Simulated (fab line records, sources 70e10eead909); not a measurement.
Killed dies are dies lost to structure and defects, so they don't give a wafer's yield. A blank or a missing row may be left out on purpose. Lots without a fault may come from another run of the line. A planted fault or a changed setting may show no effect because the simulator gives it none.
Chamber matching | flow nand_harc | NHARC_P_BONDPAD_STRIP_15 on rie_diel-07: 4 sister chambers
The step strips in O2. 8 wafers are shown with their chamber, then 7 later ones without.

WAFERS WITH THEIR CHAMBER
wafer  | chamber | drypump_motor_current_A (A) | oes_product_au (a.u.)
L077.1 | 3       | 5.7                         | 0.993
L077.4 | 2       | 6.0                         | 0.997
L086.4 | 3       | 5.7                         | 0.981
L087.2 | 0       | 5.9                         | 0.979
L087.4 | 1       | 5.0                         | 0.993
L087.6 | 2       | 6.1                         | 0.993
L090.1 | 0       | 5.8                         | 0.970
L090.4 | 1       | 5.0                         | 0.986

WAFERS WITHOUT THEIR CHAMBER
wafer  | drypump_motor_current_A (A) | oes_product_au (a.u.)
L090.6 | 5.7                         | 0.981
L094.2 | 5.0                         | 1.018
L094.5 | 5.8                         | 0.986
L094.6 | 5.0                         | 1.027
L096.1 | 6.1                         | 1.002
L096.3 | 5.9                         | 0.991
L096.6 | 6.1                         | 0.993

WHICH CHAMBER EACH WENT THROUGH
wafer  | from the rows above          | in truth
L090.6 | 3                            | 3
L094.2 | 1                            | 1
L094.5 | can't be placed: 3 or 0      | 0
L094.6 | 1                            | 1
L096.1 | 2                            | 2
L096.3 | can't be placed: 0 or 2 or 3 | 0
L096.6 | 2                            | 2
Placed correctly: 5 of 7. Can't be placed from these rows: 2 (the true chamber is among the candidates in 2). Placed wrongly: 0.
How it was worked out, from the rows above alone: a wafer's distance from a chamber is the root of the sum, over the readings, of the square of ((its reading less the chamber's mean) divided by the reading's scatter). The wafer belongs to the nearest chamber; if the next one is less than 2 further off, it can't be placed. A chamber's mean is the mean of its shown wafers. The scatter: the root of (the sum of the squares of (reading less its chamber's mean) over the shown wafers, divided by (wafers less chambers)).
